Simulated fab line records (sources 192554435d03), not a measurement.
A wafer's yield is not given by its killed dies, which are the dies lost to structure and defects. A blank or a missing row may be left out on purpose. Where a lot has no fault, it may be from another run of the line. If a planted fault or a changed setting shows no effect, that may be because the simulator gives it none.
fab line records	flow n5-finfet
record lots=7	wafers=21	last-day=17
route steps=1938 shown SD_EPI_P@307 SD_ACTIVATION@330 ILD0@335 SDB@347 MOL_CONTACT_COAG@538
lots untouched by any fault: they come from a run of this same line in which no faults occurred
start-h: hours from the record's opening day to when the first of the lot's shown wafers began	wait-h: time in hours since the lot's previous step	" unchanged from the row above	L1.1+2: several wafers, shown together as one row	- either no value or no given start	* or withheld: withheld	< > ~ a bound
route shown NAME@n: names a module that has steps shown in the file, with the first one's number in the route	usual: mean/standard deviation of fault-free wafers	same: alike in all rows	chamber/n: place in a boat	sites: each site's reading	_std_site: how widely they spread, as a standard deviation	_edge_site: the outer-site mean with the inner-site mean subtracted	radius-mm: for every site, how far away it sits from the centre of the wafer	mask NAME#n: copy n	behind: the tool/chamber that last shaped the wafer	hold: why the lot was held/for how many hours/how that ended	device: whichever transistor did not switch (one of n, p or np)	end of line: tests run on the same wafers once the route is complete	a step given without rows: its recipe and nothing more	killed: the dies lost at the first sort to structure and to defects; this is not the yield of the wafer	map: dies across one wafer; x = killed, . = not, _ = none there
set.NAME: the setting that was run; set.NAME@STEP: the one run at that earlier step	model.NAME: the simulator's own value behind a step, which no gauge read
lots seen at some steps along the route; tables by step, rows by wafer
services: a tool's chamber out of use, with start hour (start-h, from the record's first day; less than 0 if before it), hours out, and reason
## steps
# step N5_SD_EPI_P_ETCH_36
# recipe chemistry=CF4	target=SiARC	target-depth-a=455	mask-material=CAR-ArF-block	time-s=75.8	ion-energy-ev=80	pressure-mtorr=40	source-w=545	bias-w=36	Ar_flow_sccm=100	cf4-flow-sccm=100	ends=cleared
# usual drypump-motor-current-A=5.7/0.39	etch-rf-on-time-s=75.2/1.1	oes-product-au=0.69/0.062	rf-vpp-V=184.2/0.9	showerhead-plenum-p-Torr=2.16/0.043	throttle-valve-pct=15.57/0.28
lot.wafer	tool	chamber	start-h	wait-h	drypump-motor-current-A	etch-rf-on-time-s	oes-product-au	rf-hours-counter-h	rf-vpp-V	showerhead-plenum-p-Torr	throttle-valve-pct
L315.2	rie-diel-05	0	85.25	0.0	5.7	75.0	0.62	204	182.7	2.12	15.93
L315.3	"	2	"	"	5.0	72.5	0.82	8	183.2	2.19	14.99
L315.4	"	1	"	"	6.2	76.1	0.72	64	183.8	2.17	15.81
L316.2	rie-diel-03	2	92.65	0.0	5.4	74.6	0.66	118	184.0	2.16	15.53
L316.3	"	0	"	"	6.2	75.7	0.70	98	182.8	2.08	15.32
L316.5	"	2	"	"	5.4	74.1	0.67	-	184.6	2.16	15.52
L317.1	rie-diel-01	2	95.82	0.0	5.7	74.4	0.76	30	184.7	2.10	15.26
L317.2	"	0	"	"	5.6	74.7	0.68	113	185.5	2.15	15.52
L317.3	"	1	"	"	5.7	76.0	0.75	52	185.2	2.18	15.47
L318.1	rie-diel-05	0	101.82	0.0	5.7	75.1	0.61	208	184.3	2.12	15.94
L318.4	"	3	"	"	5.4	74.6	0.66	145	184.9	2.15	16.06
L318.5	"	1	"	"	6.2	75.9	0.71	-	184.9	2.17	15.82
L327.1	rie-diel-03	1	159.41	0.0	6.1	77.0	0.64	147	185.9	2.23	15.55
L327.3	"	0	"	"	6.2	76.1	0.68	118	183.7	2.07	15.37
L327.4	"	2	"	"	5.5	74.0	0.64	140	184.8	2.15	15.56
L328.2	rie-diel-01	1	168.09	0.0	5.7	77.0	0.71	73	183.4	2.17	15.51
L328.3	"	0	"	"	5.6	75.1	0.66	132	184.3	2.15	15.57
L328.5	"	3	"	"	5.2	75.3	0.59	-	185.3	2.19	15.74
L330.3	rie-diel-05	0	179.93	0.0	5.7	75.8	0.60	227	184.0	2.12	15.99
L330.4	"	3	"	"	5.4	74.8	0.64	173	184.4	2.14	16.12
L330.5	"	1	"	"	6.2	76.4	0.68	-	183.9	2.16	15.86
# step N5_SD_EPI_P_ETCH_37
# recipe chemistry=N2/H2	target=SOC	overetch-a=1080	mask-material=SiARC	temp-c=40	ion-energy-ev=100	source-w=3000	bias-w=133	pressure-mtorr=20	time-s=486	n2-flow-sccm=200	h2-flow-sccm=200	ends=end-point
# usual drypump-motor-current-A=5.8/0.39	oes-product-au=0.72/0.063	rf-vpp-V=240.9/1	showerhead-plenum-p-Torr=2.55/0.057	throttle-valve-pct=23.7/0.34
lot.wafer	tool	chamber	start-h	wait-h	drypump-motor-current-A	oes-product-au	rf-hours-counter-h	rf-vpp-V	showerhead-plenum-p-Torr	throttle-valve-pct
L315.2	rie-diel-05	0	85.31	0.0	5.7	0.64	204	240.3	2.51	24.0
L315.3	"	2	"	"	5.0	0.84	8	242.3	2.59	23.0
L315.4	"	1	"	"	6.3	0.75	65	241.6	2.57	24.2
L316.2	rie-diel-03	2	92.70	0.0	5.5	0.69	118	240.9	2.55	23.9
L316.3	"	0	"	"	6.2	0.72	98	240.7	2.46	23.4
L316.5	"	2	"	"	5.5	0.69	-	241.2	2.55	23.9
L317.1	rie-diel-01	2	95.87	0.0	5.7	0.78	30	238.8	2.48	23.2
L317.2	"	0	"	"	5.6	0.70	113	240.6	2.56	23.9
L317.3	"	1	"	"	5.7	0.78	52	241.2	2.58	23.7
L318.1	rie-diel-05	0	101.88	0.0	5.7	0.64	208	240.3	2.51	24.0
L318.4	"	3	"	"	5.5	0.69	145	240.0	2.53	24.0
L318.5	"	1	"	"	6.3	0.75	-	240.2	2.57	24.2
L327.1	rie-diel-03	1	159.47	0.0	6.2	0.68	147	241.9	2.65	23.9
L327.3	"	0	"	"	6.2	0.71	118	239.2	2.45	23.4
L327.4	"	2	"	"	5.5	0.67	140	239.5	2.54	24.0
L328.2	rie-diel-01	1	168.15	0.0	5.7	0.76	73	240.5	2.57	23.7
L328.3	"	0	"	"	5.6	0.69	132	239.7	2.55	23.9
L328.5	"	3	"	"	5.2	0.62	-	241.1	2.61	23.8
L330.3	rie-diel-05	0	179.98	0.0	5.7	0.63	227	240.4	2.50	24.0
L330.4	"	3	"	"	5.4	0.67	173	241.2	2.52	24.1
L330.5	"	1	"	"	6.2	0.72	-	241.7	2.55	24.2
# step N5_SD_EPI_P_STRIP_38
# recipe chemistry=N2/H2	temp-c=40	n2-flow-sccm=200	h2-flow-sccm=200	rf-frequency-hz=6e+07
# step N5_SD_EPI_P_ETCHBACK_46
# recipe chemistry=CH3F/O2	mode=anisotropic-etchback	target=SiNx	target-depth-a=175	stop-on=SiO2	over-etch-frac=0.3	ion-energy-ev=120	pressure-mtorr=30	source-w=395	bias-w=73	Ar_flow_sccm=150	CH3F_flow_sccm=30	O2_flow_sccm=20
# step N5_SD_EPI_P_ETCH_47
# recipe chemistry=CH3F/O2	target=SiOCN	target-depth-a=250	mask-material=SOC	ion-energy-ev=60	bias-w=29	pressure-mtorr=30	source-w=410	Ar_flow_sccm=150	CH3F_flow_sccm=30	O2_flow_sccm=20
# step N5_SD_EPI_P_ETCH_16
# recipe chemistry=CHF3/O2	target=SiO2	target-depth-a=50	mask-material=SOC	pressure-mtorr=30	source-w=650	bias-w=170	Ar_flow_sccm=200	CHF3_flow_sccm=50	O2_flow_sccm=5	ion-energy-ev=200
# usual drypump-motor-current-A=5.8/0.39	oes-product-au=0.81/0.074	rf-vpp-V=523/5.3	showerhead-plenum-p-Torr=2.43/0.051	throttle-valve-pct=18.86/0.28
lot.wafer	tool	chamber	start-h	wait-h	drypump-motor-current-A	oes-product-au	rf-hours-counter-h	rf-vpp-V	showerhead-plenum-p-Torr	throttle-valve-pct
L315.2	rie-diel-05	0	85.83	0.1	5.7	0.71	204	519	2.39	19.21
L315.3	"	2	"	"	5.0	0.95	9	513	2.47	18.33
L315.4	"	1	"	"	6.2	0.84	65	524	2.44	19.14
L316.2	rie-diel-03	2	93.23	0.1	5.4	0.76	118	524	2.42	18.79
L316.3	"	0	"	"	6.2	0.81	98	520	2.33	18.59
L316.5	"	2	"	"	5.5	0.76	-	524	2.43	18.82
L317.1	rie-diel-01	2	96.40	0.1	5.7	0.89	30	529	2.35	18.52
L317.2	"	0	"	"	5.6	0.79	113	523	2.43	18.87
L317.3	"	1	"	"	5.8	0.88	52	534	2.45	18.80
L318.1	rie-diel-05	0	102.40	0.1	5.7	0.71	208	516	2.39	19.22
L318.4	"	3	"	"	5.4	0.77	145	519	2.41	19.35
L318.5	"	1	"	"	6.3	0.83	-	524	2.44	19.13
L327.1	rie-diel-03	1	159.99	0.1	6.2	0.74	148	528	2.51	18.84
L327.3	"	0	"	"	6.2	0.80	118	520	2.33	18.61
L327.4	"	2	"	"	5.5	0.75	140	523	2.42	18.85
L328.2	rie-diel-01	1	168.67	0.1	5.7	0.85	73	533	2.45	18.83
L328.3	"	0	"	"	5.7	0.77	132	522	2.42	18.90
L328.5	"	3	"	"	5.2	0.69	-	526	2.47	19.00
L330.3	rie-diel-05	0	180.51	0.1	5.7	0.70	228	517	2.38	19.27
L330.4	"	3	"	"	5.4	0.75	173	518	2.40	19.39
L330.5	"	1	"	"	6.2	0.81	-	523	2.43	19.18
# step N5_SD_EPI_P_STRIP_50
# recipe chemistry=CHF3/O2	resist=SiARC	rf-frequency-hz=6e+07
# step N5_SD_EPI_P_SD_RECESS_17
# recipe chemistry=HBr/Cl2/O2	target-depth-a=391	bt-time-s=3	pressure-mtorr=10	icp-w=800	bias-w=112	HBr_flow_sccm=150	Cl2_flow_sccm=80	O2_flow_sccm=12
# step N5_SD_EPI_P_WET_ETCH_45
# recipe chemistry=dHF	dilution=withheld	time-s=10.7	target=SiO2	target-depth-a=20	temp-c=25	dry=ipa-marangoni	rinse-time-s=30	rinse-temp-c=23
# step N5_SD_EPI_P_STRIP_40
# recipe chemistry=N2/H2	power-w=1000	temp-c=250	h2-frac=0.65	overash-fraction=0.3	pressure-mtorr=withheld	n2-flow-sccm=1750	h2-flow-sccm=3250
# step N5_SD_EPI_P_PRECLEAN_52
# recipe chemistry=O3/DIW	time-s=60	temp-c=22	o3-ppm=10
# step N5_SD_EPI_P_SRD_20
# recipe dry=ipa-marangoni	do-ppb=5	time-s=30	temp-c=23	rinse-liquid=diw
# step N5_SD_EPI_P_PRECLEAN_51
# recipe chemistry=NF3:NH3	afs-cycles=1	temp-c=30	time-s=20	sublimation-temp-c=180	sublimation-time-s=60	pressure-torr=3	rf-power-w=30
# usual afs-cycles=1/0	chamber-pressure-Torr=2.999/0.0063
lot.wafer	tool	chamber	start-h	wait-h	afs-cycles	chamber-pressure-Torr	model.SiNx_of_SD_EPI_N_LINER_46.thk-nm
L315.2	epi-rpcvd-04	-	86.26	0.1	-	-	3
L315.3	"	-	"	"	-	-	3
L315.4	"	-	"	"	-	-	3
L316.2	epi-rpcvd-03	-	93.63	0.1	-	-	3
L316.3	"	-	"	"	-	-	3
L316.5	"	-	"	"	-	-	3
L317.1	epi-rpcvd-02	-	96.77	0.0	-	-	3
L317.2	"	-	"	"	-	-	3
L317.3	"	-	"	"	-	-	3
L318.1	epi-rpcvd-02	0	102.78	0.0	1	3.000	2.6
L318.4	"	0	"	"	1	3.002	2.6
L318.5	"	0	"	"	1	3.001	2.6
L327.1	epi-rpcvd-02	0	160.36	0.0	1	2.990	2.6
L327.3	"	0	"	"	1	2.995	2.6
L327.4	"	0	"	"	1	2.996	2.6
L328.2	epi-rpcvd-02	0	169.08	0.1	1	2.999	2.6
L328.3	"	0	"	"	1	3.002	2.6
L328.5	"	0	"	"	1	3.006	2.6
L330.3	epi-rpcvd-02	0	180.94	0.1	1	2.998	2.6
L330.4	"	0	"	"	1	3.001	2.6
L330.5	"	0	"	"	1	3.005	2.6
# step N5_SD_EPI_P_VAPOR_ETCH_44
# recipe chemistry=NF3/Ar	target=SiGe30	temp-c=25	time-s=3.3	mode=isotropic
# step N5_SD_EPI_P_EPI_21
# recipe material=SiGe:B	dopant=B	temp-c=550	pressure-torr=20	ambient=H2	time-s=355
lot.wafer	tool	chamber	start-h	wait-h	model.SiGe-B_of_SD_EPI_P_EPI_21.thk-nm
L315.2	epi-rpcvd-04	0	87.18	0.6	1.2
L315.3	"	0	"	"	0.8
L315.4	"	0	"	"	1.6
L316.2+5	epi-rpcvd-03	0	94.32	0.5	1.8
L316.3	"	0	"	"	1.6
L317.1	epi-rpcvd-02	0	97.13	0.1	1.8
L317.2	"	0	"	"	1.6
L317.3	"	0	"	"	1
L318.1	epi-rpcvd-02	0	103.14	0.1	61.8
L318.4	"	0	104.22	1.1	61.2
L318.5	"	0	"	"	61
L327.1	epi-rpcvd-02	0	161.42	0.2	61.2
L327.3	"	0	"	"	61
L327.4	"	0	"	"	60.8
L328.2	epi-rpcvd-02	0	169.77	0.5	62.6
L328.3	"	0	"	"	60.6
L328.5	"	0	"	"	61.6
L330.3	epi-rpcvd-02	0	181.96	0.8	61
L330.4	"	0	"	"	60.6
L330.5	"	0	"	"	60.8
# step N5_SD_EPI_P_EPI_MEAS_23
# recipe mode=xrd
# usual thk-nm=60.9/1.1
lot.wafer	tool	chamber	start-h	wait-h	thk-nm
L315.2	film-metro-01	-	89.61	2.0	2.9
L315.3	"	-	"	"	1.5
L315.4	"	-	"	"	1.7
L316.2	film-metro-01	-	96.16	1.5	1.3
L316.3	"	-	"	"	0.6
L316.5	"	-	"	"	0.8
L317.1	film-metro-02	-	99.33	1.8	2.7
L317.2	"	-	"	"	1.1
L317.3	"	-	"	"	0.9
L318.1	film-metro-01	-	105.33	1.8	62.3
L318.4	"	-	"	"	62.0
L318.5	"	-	"	"	61.4
L327.1	film-metro-02	-	164.33	2.4	60.4
L327.3	"	-	"	"	61.8
L327.4	"	-	"	"	60.2
L328.2	film-metro-01	-	171.62	1.5	61.6
L328.3	"	-	"	"	61.4
L328.5	"	-	"	"	60.1
L330.3	film-metro-02	-	183.44	1.1	61.0
L330.4	"	-	"	"	62.0
L330.5	"	-	"	"	60.9
# step N5_SD_EPI_P_HM_STRIP_48
# recipe chemistry=H3PO4	temp-c=160	material=SiNx	target=SiNx	target-depth-a=30	overetch-fraction=0.3
# step N5_SD_EPI_P_SRD_49
# recipe dry=ipa-marangoni	time-s=30	temp-c=23	rinse-liquid=diw
# step N5_SD_EPI_P_PRECLEAN_24
# recipe chemistry=O3/DIW	time-s=45	temp-c=22	o3-ppm=10
# step N5_SD_EPI_P_PRECLEAN_32
# recipe chemistry=dHF	time-s=10	dilution=500:1	temp-c=25
# step N5_SD_EPI_P_PRECLEAN_33
# recipe chemistry=SC2	time-s=45	temp-c=35	mix=1:1:50
# step N5_SD_EPI_P_SRD_25
# recipe time-s=30	temp-c=23	rinse-liquid=diw	dry=ipa-marangoni
# step N5_SD_EPI_P_INSPECT_26
# recipe inspect-instrument=darkfield	mode=post-epi
# usual raw-defect-count=163/34
lot.wafer	tool	chamber	start-h	wait-h	raw-defect-count
L315.2	defect-inspect-01	-	89.79	0.0	186
L315.3	"	-	"	"	161
L315.4	"	-	"	"	164
L316.2	defect-inspect-02	-	96.34	0.0	151
L316.3	"	-	"	"	143
L316.5	"	-	"	"	114
L317.1	defect-inspect-02	-	99.51	0.0	236
L317.2	"	-	"	"	231
L317.3	"	-	"	"	169
L318.1	defect-inspect-02	-	105.52	0.0	139
L318.4	"	-	"	"	152
L318.5	"	-	"	"	177
L327.1	defect-inspect-02	-	164.51	0.0	154
L327.3	"	-	"	"	161
L327.4	"	-	"	"	159
L328.2	defect-inspect-01	-	171.79	0.0	281
L328.3	"	-	"	"	169
L328.5	"	-	"	"	223
L330.3	defect-inspect-01	-	183.61	0.0	139
L330.4	"	-	"	"	123
L330.5	"	-	"	"	96
# step N5_SD_ACTIVATION_RTA_00
# recipe temp-c=975	time-s=0	ambient=N2	idle-temp-c=600	ramp-up-c-per-s=150	ramp-down-c-per-s=60	cool-to-c=600
# usual lamp-power-pct=8.96/0.051	lamp_zone_5_pct=8.953/0.024	wafer_temp_C_max=975.3/1.7
lot.wafer	tool	chamber	start-h	wait-h	lamp-power-pct	lamp_zone_5_pct	wafer_temp_C_max
L315.2	rtp-anneal-01	0	89.84	0.1	9.07	8.965	975.6
L315.3	"	0	"	"	9.01	8.961	975.3
L315.4	"	0	"	"	9.04	8.964	977.0
L316.2	rtp-anneal-02	0	96.57	0.2	8.93	8.953	973.9
L316.3	"	0	"	"	8.96	8.950	973.4
L316.5	"	0	"	"	8.95	8.957	978.8
L317.1	rtp-anneal-02	0	99.78	0.3	8.97	8.972	975.9
L317.2	"	0	"	"	8.93	8.980	976.2
L317.3	"	0	"	"	8.95	8.936	978.5
L318.1	rtp-anneal-02	0	105.55	0.0	9.01	8.972	974.3
L318.4	"	0	"	"	9.01	8.961	973.1
L318.5	"	0	"	"	9.00	8.947	974.1
L327.1	rtp-anneal-01	0	164.54	0.0	8.96	8.972	973.8
L327.3	"	0	"	"	9.03	8.926	978.2
L327.4	"	0	"	"	9.04	8.927	975.4
L328.2	rtp-anneal-01	0	172.03	0.2	8.91	8.991	975.1
L328.3	"	0	"	"	8.84	8.946	977.4
L328.5	"	0	"	"	8.99	8.943	974.7
L330.3	rtp-anneal-01	0	183.70	0.1	8.95	8.980	975.3
L330.4	"	0	"	"	9.04	8.981	976.2
L330.5	"	0	"	"	9.01	8.926	974.3
# step N5_SD_ACTIVATION_LSA_01
# recipe temp-c=1080	time-s=0.0008	ambient=N2
# step N5_SD_ACTIVATION_INSPECT_02
# recipe inspect-instrument=darkfield	mode=post-anneal
# usual raw-defect-count=162/35
lot.wafer	tool	chamber	start-h	wait-h	raw-defect-count
L315.2	defect-inspect-01	-	90.54	0.1	177
L315.3	"	-	"	"	159
L315.4	"	-	"	"	168
L316.2	defect-inspect-02	-	97.28	0.1	154
L316.3	"	-	"	"	152
L316.5	"	-	"	"	127
L317.1	defect-inspect-01	-	100.52	0.2	202
L317.2	"	-	"	"	230
L317.3	"	-	"	"	168
L318.1	defect-inspect-01	-	106.27	0.2	134
L318.4	"	-	"	"	151
L318.5	"	-	"	"	155
L327.1	defect-inspect-01	-	165.28	0.2	137
L327.3	"	-	"	"	145
L327.4	"	-	"	"	157
L328.2	defect-inspect-02	-	172.72	0.1	294
L328.3	"	-	"	"	171
L328.5	"	-	"	"	251
L330.3	defect-inspect-01	-	184.38	0.1	143
L330.4	"	-	"	"	113
L330.5	"	-	"	"	105
# step N5_ILD0_LINER_00
# recipe material=SiNx	target-thk-a=40	temp-c=400	ald-precursor-family=SiH2I2	ald-co-reactant=N2/H2-plasma	pulse-time-s=1	purge-time-s=2	co-reactant-purge-time-s=2	ald-cycles=80	pressure-torr=2
# step N5_ILD0_FCVD_FILL_01
# recipe material=SiO2_flowable	target-thk-a=2000	temp-c=100	pressure-torr=0.8	rf-w=2000	time-s=328.3
# step N5_ILD0_CURE_02
# recipe temp-c=450	time-s=1800	ambient=steam	idle-temp-c=400	ramp-up-c-per-min=5	ramp-down-c-per-min=3	densification-p-h2o-torr=640
# step N5_ILD0_CMP_03
# recipe stop-on=SiNx	t-overpolish-s=1.9	post-cmp-clean=alkaline-brush	down-force-psi=4.1491	platen-rpm=51.796	pad-velocity-m-s=1.0306	target-thk-nm=197.38
# usual motor-current-A=12.1/0.78	overpolish-run-s=1.900/0.0092	time-to-endpoint-s=74/3.8
lot.wafer	tool	chamber	start-h	wait-h	motor-current-A	overpolish-run-s	time-to-endpoint-s
L315.3	cmp-01	2	93.30	0.0	10.5	1.893	75
L315.4	"	0	"	"	11.2	1.911	78
L315.2	"	1	"	"	13.4	1.879	76
L316.2	cmp-03	1	99.84	0.0	12.1	1.890	71
L316.3	"	2	"	"	12.2	1.883	74
L316.5	"	1	"	"	12.6	1.918	74
L317.1	cmp-03	1	103.24	0.1	12.0	1.899	71
L317.3	"	2	"	"	12.4	1.899	75
L317.2	"	3	"	"	12.9	1.903	72
L318.4	cmp-03	2	108.75	0.1	12.2	1.899	70
L318.1	"	3	"	"	12.4	1.911	72
L318.5	"	1	"	"	12.4	1.903	67
L327.4	cmp-04	1	167.68	0.0	12.3	1.897	75
L327.3	"	2	"	"	13.1	1.886	78
L327.1	"	3	"	"	12.6	1.893	75
L328.3	cmp-03	0	175.21	0.1	11.3	1.905	72
L328.2	"	1	"	"	12.2	1.902	73
L328.5	"	2	"	"	12.5	1.899	72
L330.4	cmp-03	1	186.78	0.0	11.8	1.897	79
L330.3	"	2	"	"	12.8	1.892	76
L330.5	"	2	"	"	12.3	1.906	79
# step N5_ILD0_THK_MEAS_04
# usual thk-nm=197.8/0.99
lot.wafer	tool	chamber	start-h	wait-h	thk-nm
L315.2	film-metro-01	-	93.60	-	198.5
L315.3	"	-	"	"	198.2
L315.4	"	-	"	"	197.1
L316.2	film-metro-02	-	100.13	-	198.3
L316.3	"	-	"	"	199.0
L316.5	"	-	"	"	198.9
L317.1	film-metro-02	-	103.50	-	198.1
L317.2	"	-	"	"	198.8
L317.3	"	-	"	"	199.5
L318.1	film-metro-01	-	108.97	-	198.5
L318.4	"	-	"	"	198.3
L318.5	"	-	"	"	197.2
L327.1	film-metro-02	-	167.97	-	198.6
L327.3	"	-	"	"	199.4
L327.4	"	-	"	"	199.2
L328.2	film-metro-01	-	175.43	-	197.6
L328.3	"	-	"	"	196.7
L328.5	"	-	"	"	197.9
L330.3	film-metro-02	-	187.07	-	197.9
L330.4	"	-	"	"	198.3
L330.5	"	-	"	"	197.8
# step N5_ILD0_CMP_07
# recipe stop-on=poly-Si	material=SiO2_flowable	t-overpolish-s=1.18	post-cmp-clean=alkaline-brush	down-force-psi=4.1491	platen-rpm=51.796	pad-velocity-m-s=1.0306	target-thk-nm=138.88
# step N5_ILD0_THK_MEAS_08
# usual thk-nm=139.4/1.1
lot.wafer	tool	chamber	start-h	wait-h	thk-nm
L315.2	film-metro-02	-	93.92	-	138.7
L315.3	"	-	"	"	139.2
L315.4	"	-	"	"	139.8
L316.2	film-metro-02	-	100.46	-	140.8
L316.3	"	-	"	"	140.9
L316.5	"	-	"	"	140.9
L317.1	film-metro-02	-	103.82	-	139.9
L317.2	"	-	"	"	138.9
L317.3	"	-	"	"	137.3
L318.1	film-metro-02	-	109.29	-	138.4
L318.4	"	-	"	"	138.6
L318.5	"	-	"	"	139.0
L327.1	film-metro-02	-	168.43	-	140.8
L327.3	"	-	"	"	139.9
L327.4	"	-	"	"	141.8
L328.2	film-metro-02	-	175.76	-	137.7
L328.3	"	-	"	"	137.8
L328.5	"	-	"	"	138.9
L330.3	film-metro-01	-	187.40	-	139.4
L330.4	"	-	"	"	139.8
L330.5	"	-	"	"	138.0
# step N5_ILD0_PRECLEAN_10
# recipe chemistry=NF3:NH3	afs-cycles=5	time-s=20	temp-c=30	sublimation-temp-c=180	sublimation-time-s=60	pressure-torr=3	rf-power-w=30
# step N5_ILD0_ALD_15
# recipe material=SiNx	target-thk-a=240	temp-c=400	ald-precursor-family=SiH2I2	ald-co-reactant=N2/H2-plasma	pulse-time-s=1	ald-cycles=480	purge-time-s=2	co-reactant-purge-time-s=2	pressure-torr=2
# step N5_ILD0_CMP_12
# recipe stop-on=poly-Si	material=SiNx	t-overpolish-s=6	post-cmp-clean=alkaline-brush	down-force-psi=2.5	platen-rpm=51.8	pad-velocity-m-s=1.0307	target-thk-nm=17.67
# step N5_ILD0_THK_MEAS_13
# usual thk-nm=18.0/1
lot.wafer	tool	chamber	start-h	wait-h	thk-nm
L315.2	film-metro-02	-	97.79	-	18.9
L315.3	"	-	"	"	17.9
L315.4	"	-	"	"	18.2
L316.2	film-metro-02	-	103.70	-	19.1
L316.3	"	-	"	"	21.1
L316.5	"	-	"	"	19.1
L317.1	film-metro-02	-	107.69	-	19.8
L317.2	"	-	"	"	18.6
L317.3	"	-	"	"	19.2
L318.1	film-metro-02	-	112.50	-	18.2
L318.4	"	-	"	"	18.6
L318.5	"	-	"	"	19.6
L327.1	film-metro-02	-	171.71	-	17.0
L327.3	"	-	"	"	19.2
L327.4	"	-	"	"	18.6
L328.2	film-metro-02	-	178.97	-	16.9
L328.3	"	-	"	"	17.6
L328.5	"	-	"	"	17.5
L330.3	film-metro-02	-	191.21	-	18.6
L330.4	"	-	"	"	18.5
L330.5	"	-	"	"	18.2
# step N5_ILD0_INSPECT_06
# recipe inspect-instrument=darkfield	mode=post-cmp
# usual raw-defect-count=36/20
lot.wafer	tool	chamber	start-h	wait-h	raw-defect-count
L315.2	defect-inspect-01	-	97.82	0.0	19
L315.3	"	-	"	"	26
L315.4	"	-	"	"	41
L316.2	defect-inspect-01	-	103.72	0.0	70
L316.3	"	-	"	"	72
L316.5	"	-	"	"	39
L317.1	defect-inspect-02	-	107.72	0.0	57
L317.2	"	-	"	"	122
L317.3	"	-	"	"	73
L318.1	defect-inspect-02	-	112.53	0.0	33
L318.4	"	-	"	"	16
L318.5	"	-	"	"	22
L327.1	defect-inspect-02	-	171.74	0.0	36
L327.3	"	-	"	"	39
L327.4	"	-	"	"	16
L328.2	defect-inspect-01	-	179.00	0.0	23
L328.3	"	-	"	"	27
L328.5	"	-	"	"	22
L330.3	defect-inspect-02	-	191.24	0.0	22
L330.4	"	-	"	"	15
L330.5	"	-	"	"	27
# step N5_SDB_HM_DEP_00
# recipe material=SiNx	target-thk-a=400	temp-c=400	precursor=SiH4/NH3/N2	pressure-torr=1.5	rf-w=300	time-s=35.3
# step N5_SDB_COAT_03
# recipe resist=SOC	temp-c=250	time-s=60	spin-rpm=1500	resist-thk-nm=100
# step N5_MOL_CONTACT_COAG_ETCH_110
# recipe chemistry=CF4/O2	target=Si	target-depth-a=25	time-s=8	pressure-mtorr=100	source-w=200	bias-w=12	ion-energy-ev=60	Ar_flow_sccm=100	cf4-flow-sccm=100	O2_flow_sccm=10
# usual drypump-motor-current-A=5.6/0.53	oes-product-au=0.83/0.092	rf-vpp-V=127.1/1.6	showerhead-plenum-p-Torr=2.24/0.062	throttle-valve-pct=10.63/0.28
lot.wafer	tool	chamber	start-h	wait-h	drypump-motor-current-A	oes-product-au	rf-hours-counter-h	rf-vpp-V	showerhead-plenum-p-Torr	throttle-valve-pct	model.SiGe-B_of_SD_EPI_P_EPI_21.thk-nm
L315.2	rie-diel-02	1	121.01	0.0	6.7	0.98	4	124.9	2.18	10.35	1.2
L315.3	"	0	"	"	5.0	0.67	236	126.1	2.11	11.11	0.6
L315.4	"	2	"	"	4.9	0.81	85	126.2	2.24	10.78	1.6
L316.2	rie-diel-04	3	126.49	0.0	5.5	0.82	94	128.6	2.24	10.67	1.6
L316.3	"	2	"	"	5.1	0.95	25	127.2	2.27	10.35	1.4
L316.5	"	3	"	"	5.5	0.81	-	128.7	2.24	10.67	1.8
L317.1	rie-diel-06	2	129.95	0.0	6.1	0.88	24	128.1	2.18	10.47	1.8
L317.2	"	1	"	"	5.3	0.97	1	129.2	2.27	10.49	1.6
L317.3	"	3	"	"	5.0	0.72	207	125.8	2.20	10.99	1
L318.1	rie-diel-02	1	135.13	0.0	6.7	0.97	9	125.0	2.18	10.36	58.8
L318.4	"	3	"	"	5.9	0.93	27	129.1	2.35	10.36	58.4
L318.5	"	0	"	"	5.0	0.66	-	125.9	2.11	11.15	58.2
L327.1	rie-diel-02	2	193.91	0.0	5.0	0.80	111	126.9	2.23	10.84	58.2
L327.3	"	1	"	"	6.7	0.92	32	124.2	2.17	10.44	58
L327.4	"	0	"	"	5.0	0.93	6	126.9	2.37	10.46	58
L328.2	rie-diel-06	1	201.26	0.0	5.3	0.88	19	129.9	2.27	10.54	59.6
L328.3	"	2	"	"	6.1	0.83	50	127.2	2.17	10.55	57.8
L328.5	"	0	"	"	5.8	0.71	-	126.7	2.20	10.90	58.6
L330.3	rie-diel-04	3	215.30	0.0	5.5	0.77	125	129.2	2.23	10.74	58
L330.4	"	1	"	"	5.5	0.71	211	125.6	2.19	10.95	57.8
L330.5	"	1	"	"	5.5	0.70	-	124.9	2.19	10.97	58
## services
tool	chamber	start-h	hours	kind
cmp-03	-	62.25	4.0	pm
epi-rpcvd-02	-	69.97	0.5	pm
cmp-01	-	86.56	0.9	repair
cmp-01	-	96.03	3.6	repair
rie-diel-05	0	106.62	15.8	repair
rie-diel-04	1	107.47	3.4	repair
rie-diel-01	0	123.95	6.4	repair
cmp-01	-	129.65	4.0	pm
cmp-01	-	137.34	3.7	repair
cmp-04	-	145.72	5.4	pm
epi-rpcvd-04	-	152.48	27.2	pm
rie-diel-06	-	153.59	1.2	repair
cmp-04	-	153.98	1.3	repair
cmp-01	-	167.41	5.2	pm
cmp-01	-	173.97	1.1	repair
rie-diel-06	1	175.24	16.7	repair
rie-diel-01	3	177.08	-	clean
rie-diel-01	3	177.08	-	consumable-replace:focus-ring
rie-diel-01	3	177.08	12.5	scheduled-down
rie-diel-02	3	196.56	2.4	repair
epi-rpcvd-02	-	206.42	8.1	pm
epi-rpcvd-03	-	206.53	6.0	pm
cmp-03	-	210.09	40.3	repair
cmp-04	-	213.26	4.0	pm
## key
first-sign step=N5_SD_EPI_P_PRECLEAN_51	reading=tool-record	direction=missing
effect step=N5_SD_EPI_P_EPI_MEAS_23	reading=thk-nm	direction=down	sigmas=52	usual=*	struck=*
model-effect step=N5_SD_EPI_P_PRECLEAN_51	value=SiNx_of_SD_EPI_N_LINER_46.thk-nm	without=2.6	struck=3
model-effect step=N5_SD_EPI_P_EPI_21	value=SiGe-B_of_SD_EPI_P_EPI_21.thk-nm	without=61.13	struck=1.467
model-effect step=N5_MOL_CONTACT_COAG_ETCH_110	value=SiGe-B_of_SD_EPI_P_EPI_21.thk-nm	without=58.2	struck=1.4
met-at N5_SD_EPI_P_PRECLEAN_51
struck-wafers L315.2,L315.3,L315.4,L316.2,L316.3,L316.5,L317.1,L317.2,L317.3
sort-left-out L315.2,L315.3,L315.4,L316.2,L316.3,L316.5,L317.1,L317.2,L317.3
tester-left-out L315,L316,L317
fault kind=skipped-step-whole	tool=epi-rpcvd-02,epi-rpcvd-03,epi-rpcvd-04	chamber=-	onset-h=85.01	steps=N5_SD_EPI_P_PRECLEAN_51	scope=struck-lots-only
# tester-left-out: of these lots the tester's yield and bins aren't shown, on N5 and GAA mostly nor the transistor test; their killed dies are dies lost to structure and defects alone, not to doping, threshold or leakage, so they don't give the yield
# sort-left-out: the simulated sort isn't trusted on such a fault, so these wafers' sort isn't shown, and their yield isn't known
